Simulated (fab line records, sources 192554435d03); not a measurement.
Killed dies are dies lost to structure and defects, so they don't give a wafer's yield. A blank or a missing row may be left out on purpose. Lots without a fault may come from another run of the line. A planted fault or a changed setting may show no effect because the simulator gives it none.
Which tool did it? | flow n5_finfet | 24 lots, 72 wafers sampled, at 6 steps of a route of 1938

WHAT THE GAUGES READ, wafer by wafer
N5_SD_ACTIVATION_RS_MEAS_03: measures by four-point-probe.
lot  | measured    | on            | RS_SD_N (ohm/sq)  | RS_SD_P (ohm/sq)
L074 | day 3 14:33 | film_metro-01 | 22.02 22.10 22.38 | 54.7 54.7 54.9
L075 | day 3 16:52 | film_metro-02 | 21.94 21.83 21.64 | 57.3 57.4 56.6
L076 | day 3 21:53 | film_metro-02 | 21.87 21.95 21.65 | 57.1 55.8 55.9
L077 | day 4 04:23 | film_metro-02 | 22.07 21.99 22.43 | 56.8 55.3 56.9
L078 | day 4 11:12 | film_metro-01 | 22.23 22.22 22.81 | 56.4 56.5 55.3
L079 | day 4 14:46 | film_metro-01 | 21.74 22.01 21.94 | 55.5 55.3 55.5
L080 | day 5 00:46 | film_metro-01 | 21.85 22.31 21.94 | 55.7 56.4 55.7
L081 | day 5 05:32 | film_metro-02 | 21.62 21.94 21.79 | 56.7 56.9 56.5
L082 | day 5 11:58 | film_metro-01 | 21.48 21.40 21.57 | 54.7 54.1 54.8
L083 | day 5 20:16 | film_metro-02 | 21.98 21.71 21.84 | 57.8 58.0 57.7
L084 | day 6 00:20 | film_metro-01 | 21.66 21.47 21.86 | 55.1 55.5 55.4
L085 | day 6 09:35 | film_metro-02 | 21.93 21.55 21.83 | 54.9 55.6 55.9
L086 | day 6 12:58 | film_metro-02 | 22.22 22.05 21.83 | 55.6 54.5 54.6
L087 | day 6 19:55 | film_metro-01 | 21.62 21.96 21.68 | 57.8 56.2 56.5
L088 | day 6 22:35 | film_metro-01 | 21.39 21.60 21.71 | 56.8 56.2 56.6
L089 | day 7 05:14 | film_metro-01 | 22.00 22.43 22.06 | 54.2 54.3 55.0
L090 | day 7 11:17 | film_metro-01 | 21.95 21.68 22.07 | 55.0 55.0 55.5
L092 | day 8 00:06 | film_metro-02 | 21.67 22.03 21.71 | 55.5 55.7 55.7
L093 | day 8 07:38 | film_metro-02 | 21.85 21.88 21.64 | 55.5 56.2 56.5
L094 | day 8 09:16 | film_metro-01 | 22.33 22.24 22.00 | 57.1 57.4 56.7
L095 | day 8 16:38 | film_metro-02 | 21.87 21.65 21.76 | 55.5 55.5 55.6
L096 | day 9 00:35 | film_metro-02 | 22.28 22.50 22.31 | 56.7 56.8 56.4
L097 | day 9 04:55 | film_metro-01 | 21.64 21.85 21.67 | 56.1 55.4 55.5
L091 | day 9 07:54 | film_metro-02 | 21.85 21.98 21.91 | 54.9 55.5 55.2

N5_HKMG_FIN_THK_MEAS_70: measures by xrf.
lot  | measured    | on            | HK_THK (nm)
L074 | day 4 05:59 | film_metro-01 | 1.584 1.578 1.577
L075 | day 4 08:37 | film_metro-02 | 1.550 1.587 1.551
L076 | day 4 13:32 | film_metro-02 | 1.625 1.572 1.597
L077 | day 4 20:43 | film_metro-01 | 1.577 1.596 1.575
L078 | day 5 02:35 | film_metro-01 | 1.582 1.590 1.572
L079 | day 5 07:13 | film_metro-02 | 1.589 1.588 1.608
L080 | day 5 16:49 | film_metro-01 | 1.571 1.572 1.558
L081 | day 5 20:52 | film_metro-02 | 1.623 1.552 1.600
L082 | day 6 03:08 | film_metro-02 | 1.599 1.591 1.596
L083 | day 6 11:25 | film_metro-01 | 1.576 1.567 1.564
L084 | day 6 16:51 | film_metro-01 | 1.586 1.576 1.579
L085 | day 7 01:17 | film_metro-01 | 1.578 1.610 1.586
L086 | day 7 04:58 | film_metro-01 | 1.589 1.564 1.589
L087 | day 7 11:35 | film_metro-02 | 1.584 1.617 1.577
L088 | day 7 14:05 | film_metro-01 | 1.589 1.592 1.580
L089 | day 7 20:58 | film_metro-01 | 1.568 1.590 1.580
L090 | day 8 03:02 | film_metro-01 | 1.591 1.597 1.595
L092 | day 8 16:31 | film_metro-01 | 1.567 1.588 1.591
L093 | day 8 23:55 | film_metro-02 | 1.584 1.562 1.615
L094 | day 9 01:55 | film_metro-01 | 1.579 1.569 1.557
L095 | day 9 08:20 | film_metro-01 | 1.564 1.555 1.581
L096 | day 9 16:39 | film_metro-01 | 1.586 1.588 1.573
L097 | day 9 20:50 | film_metro-02 | 1.575 1.605 1.572
L091 | day 9 23:21 | film_metro-01 | 1.590 1.557 1.556

N5_HKMG_FIN_OVL_MEAS_13.
lot  | measured     | on         | NWFM_OVL (nm)
L074 | day 4 06:54  | overlay-01 | -1.2 -0.9 -1.3
L075 | day 4 09:32  | overlay-01 | 1.1 1.3 -0.4
L076 | day 4 14:26  | overlay-02 | -0.4 -0.3 0.5
L077 | day 4 21:37  | overlay-02 | 0.0 -0.6 -0.4
L078 | day 5 03:29  | overlay-02 | 0.5 0.4 0.5
L079 | day 5 08:07  | overlay-01 | 0.1 1.3 0.1
L080 | day 5 17:44  | overlay-02 | 0.0 -1.4 -0.2
L081 | day 5 21:46  | overlay-02 | -0.3 -0.1 -0.6
L082 | day 6 03:55  | overlay-01 | -0.1 0.1 -0.6
L083 | day 6 12:12  | overlay-02 | 0.7 -0.2 1.0
L084 | day 6 17:38  | overlay-02 | -0.6 -0.9 -1.3
L085 | day 7 02:11  | overlay-02 | -0.4 -0.4 -0.2
L086 | day 7 05:52  | overlay-02 | 0.2 -0.3 0.5
L087 | day 7 12:22  | overlay-02 | -0.1 0.4 -0.6
L088 | day 7 14:59  | overlay-02 | 0.7 0.4 0.5
L089 | day 7 21:52  | overlay-01 | -0.2 -1.0 -0.4
L090 | day 8 03:57  | overlay-02 | -1.4 -1.4 -0.7
L092 | day 8 17:25  | overlay-02 | -2.1 -0.8 -0.8
L093 | day 9 00:42  | overlay-02 | 0.5 -0.4 0.9
L094 | day 9 02:41  | overlay-02 | -1.5 -0.8 -1.1
L095 | day 9 09:14  | overlay-01 | -0.2 -0.4 0.4
L096 | day 9 17:33  | overlay-02 | 0.0 0.0 0.3
L097 | day 9 21:44  | overlay-01 | 0.4 -0.1 0.6
L091 | day 10 00:15 | overlay-01 | 0.8 -0.5 -0.8

N5_HKMG_FIN_INSPECT_28: inspects for defects (darkfield).
lot  | measured     | on                | raw_defect_count
L074 | day 4 11:48  | defect_inspect-01 | 67 44 30
L075 | day 4 14:20  | defect_inspect-01 | 25 50 22
L076 | day 4 18:56  | defect_inspect-01 | 44 25 60
L077 | day 5 02:05  | defect_inspect-01 | 43 46 51
L078 | day 5 08:11  | defect_inspect-02 | 37 72 56
L079 | day 5 12:40  | defect_inspect-02 | 51 41 47
L080 | day 5 22:20  | defect_inspect-01 | 50 51 38
L081 | day 6 02:12  | defect_inspect-02 | 46 24 38
L082 | day 6 08:26  | defect_inspect-01 | 40 41 29
L083 | day 6 17:01  | defect_inspect-01 | 24 53 43
L084 | day 6 22:22  | defect_inspect-01 | 40 37 39
L085 | day 7 06:56  | defect_inspect-01 | 36 27 34
L086 | day 7 10:26  | defect_inspect-02 | 58 25 51
L087 | day 7 17:05  | defect_inspect-02 | 30 52 48
L088 | day 7 19:29  | defect_inspect-01 | 27 38 81
L089 | day 8 02:27  | defect_inspect-01 | 25 34 31
L090 | day 8 08:34  | defect_inspect-02 | 59 60 32
L092 | day 8 22:18  | defect_inspect-01 | 10 25 22
L093 | day 9 05:26  | defect_inspect-02 | 33 40 40
L094 | day 9 07:33  | defect_inspect-01 | 25 44 50
L095 | day 9 13:46  | defect_inspect-01 | 38 21 45
L096 | day 9 22:16  | defect_inspect-02 | 50 40 54
L097 | day 10 02:38 | defect_inspect-02 | 26 39 25
L091 | day 10 04:44 | defect_inspect-02 | 57 53 50

WHICH TOOL RAN EACH LOT (tool, then ch and the chambers of the sampled wafers, then the start)
lot  | N5_SD_ACTIVATION_RTA_00         | N5_HKMG_FIN_W_FILL_22
L074 | rtp_anneal-01 ch 0, day 3 14:09 | cvd_w-01 ch 0,1, day 4 10:59
L075 | rtp_anneal-01 ch 0, day 3 16:28 | cvd_w-02 ch 0,1, day 4 13:31
L076 | rtp_anneal-01 ch 0, day 3 21:29 | cvd_w-01 ch 0,1, day 4 18:03
L077 | rtp_anneal-01 ch 0, day 4 03:58 | cvd_w-01 ch 0,1, day 5 01:16
L078 | rtp_anneal-01 ch 0, day 4 10:49 | cvd_w-02 ch 0,1, day 5 07:23
L079 | rtp_anneal-01 ch 0, day 4 14:22 | cvd_w-02 ch 0,1, day 5 11:52
L080 | rtp_anneal-02 ch 0, day 5 00:23 | cvd_w-01 ch 0,1, day 5 21:31
L081 | rtp_anneal-01 ch 0, day 5 05:08 | cvd_w-01 ch 0,1, day 6 01:23
L082 | rtp_anneal-02 ch 0, day 5 11:34 | cvd_w-01 ch 0,1, day 6 07:37
L083 | rtp_anneal-02 ch 0, day 5 19:52 | cvd_w-01 ch 0,1, day 6 16:12
L084 | rtp_anneal-01 ch 0, day 5 23:56 | cvd_w-01 ch 0,1, day 6 21:34
L085 | rtp_anneal-01 ch 0, day 6 09:11 | cvd_w-02 ch 0,1, day 7 06:07
L086 | rtp_anneal-02 ch 0, day 6 12:34 | cvd_w-01 ch 0,1, day 7 09:36
L087 | rtp_anneal-01 ch 0, day 6 19:20 | cvd_w-01 ch 0,1, day 7 16:08
L088 | rtp_anneal-01 ch 0, day 6 22:11 | cvd_w-02 ch 0,1, day 7 18:40
L089 | rtp_anneal-02 ch 0, day 7 04:50 | cvd_w-02 ch 0,1, day 8 01:38
L090 | rtp_anneal-01 ch 0, day 7 10:54 | cvd_w-01 ch 0,1, day 8 07:41
L092 | rtp_anneal-02 ch 0, day 7 23:41 | cvd_w-02 ch 0, day 8 21:28
L093 | rtp_anneal-02 ch 0, day 8 07:14 | cvd_w-02 ch 0, day 9 04:36
L094 | rtp_anneal-02 ch 0, day 8 08:53 | cvd_w-01 ch 0,1, day 9 06:44
L095 | rtp_anneal-01 ch 0, day 8 16:13 | cvd_w-01 ch 1, day 9 12:55
L096 | rtp_anneal-01 ch 0, day 9 00:11 | cvd_w-01 ch 1, day 9 21:26
L097 | rtp_anneal-01 ch 0, day 9 04:32 | cvd_w-01 ch 0,1, day 10 01:49
L091 | rtp_anneal-02 ch 0, day 9 07:30 | cvd_w-01 ch 0,1, day 10 03:55
- N5_SD_ACTIVATION_RTA_00: time 0 s.
- N5_HKMG_FIN_W_FILL_22: material W, target thk 60 nm, time 18.2 s.

WHAT THE TOOLS THEMSELVES READ (means of the sampled wafers that have a number; where no wafer has one, the mark that the record gives instead)
N5_SD_ACTIVATION_RTA_00.
lot  | tool          | lamp_power_pct (%) | lamp_zone_2_pct (%) | wafer_temp_C_max
L074 | rtp_anneal-01 | 8.97               | 8.943               | 973.8
L075 | rtp_anneal-01 | 8.99               | 8.959               | 975.3
L076 | rtp_anneal-01 | 9.01               | 8.967               | 976.5
L077 | rtp_anneal-01 | 8.96               | 8.966               | 974.9
L078 | rtp_anneal-01 | 8.94               | 8.940               | 976.0
L079 | rtp_anneal-01 | 8.90               | 8.957               | 974.9
L080 | rtp_anneal-02 | 8.96               | 8.952               | 973.5
L081 | rtp_anneal-01 | 9.03               | 8.944               | 976.1
L082 | rtp_anneal-02 | 8.93               | 8.949               | 975.8
L083 | rtp_anneal-02 | 8.93               | 8.946               | 974.4
L084 | rtp_anneal-01 | 8.92               | 8.949               | 975.0
L085 | rtp_anneal-01 | 8.94               | 8.950               | 975.7
L086 | rtp_anneal-02 | 8.96               | 8.940               | 974.8
L087 | rtp_anneal-01 | 8.99               | 8.947               | 974.8
L088 | rtp_anneal-01 | 9.04               | 8.957               | 973.9
L089 | rtp_anneal-02 | 8.99               | 8.935               | 974.2
L090 | rtp_anneal-01 | 9.01               | 8.940               | 976.0
L092 | rtp_anneal-02 | 8.96               | 8.941               | 974.8
L093 | rtp_anneal-02 | 9.04               | 8.938               | 974.8
L094 | rtp_anneal-02 | 9.01               | 8.965               | 976.2
L095 | rtp_anneal-01 | 8.96               | 8.963               | 975.5
L096 | rtp_anneal-01 | 8.96               | 8.955               | 975.0
L097 | rtp_anneal-01 | 8.98               | 8.945               | 975.4
L091 | rtp_anneal-02 | 8.98               | 8.957               | 975.1

N5_HKMG_FIN_W_FILL_22.
lot  | tool     | heater_power_w (W) | throttle_valve_pct (%)
L074 | cvd_w-01 | 875                | 19.64
L075 | cvd_w-02 | 805                | 19.20
L076 | cvd_w-01 | 855                | 19.47
L077 | cvd_w-01 | 866                | 19.44
L078 | cvd_w-02 | 864                | 19.30
L079 | cvd_w-02 | 811                | 19.13
L080 | cvd_w-01 | 861                | 19.47
L081 | cvd_w-01 | 869                | 19.51
L082 | cvd_w-01 | 864                | 19.32
L083 | cvd_w-01 | 861                | 19.40
L084 | cvd_w-01 | 871                | 19.63
L085 | cvd_w-02 | 870                | 19.19
L086 | cvd_w-01 | 882                | 19.63
L087 | cvd_w-01 | 869                | 19.52
L088 | cvd_w-02 | 817                | 19.29
L089 | cvd_w-02 | 863                | 19.29
L090 | cvd_w-01 | 867                | 19.60
L092 | cvd_w-02 | 928                | 19.42
L093 | cvd_w-02 | 921                | 19.32
L094 | cvd_w-01 | 863                | 19.54
L095 | cvd_w-01 | 883                | 20.00
L096 | cvd_w-01 | 887                | 19.70
L097 | cvd_w-01 | 861                | 19.61
L091 | cvd_w-01 | 871                | 19.77

THE ANSWER, worked out from the rows above alone
Rule: what is usual is taken from the lots themselves. Put in order of their means at a reading, lots are off if they are a third of the lots or fewer, leave a main group of 4 or more, and stand apart from it by a gap of 3 or more times the standard deviation of the main group's means; of several such gaps the widest counts. A main group whose means are all the same, to the digits that the tables above print for the reading, isn't used. A lot without any number at a reading at which 4 lots or more have one is off too. The other lots that the step has rows for count as sound. The gauges are gone through in route order, then the tools' own readings, and for those a lot's mean is taken as printed above. The first step at which some lot is off is used, and at that step the reading that is off furthest; a lot without a number counts as furthest.
No lot is off at any reading shown: from this, nothing can be told.

WHAT THE SIMULATOR HAD PUT IN
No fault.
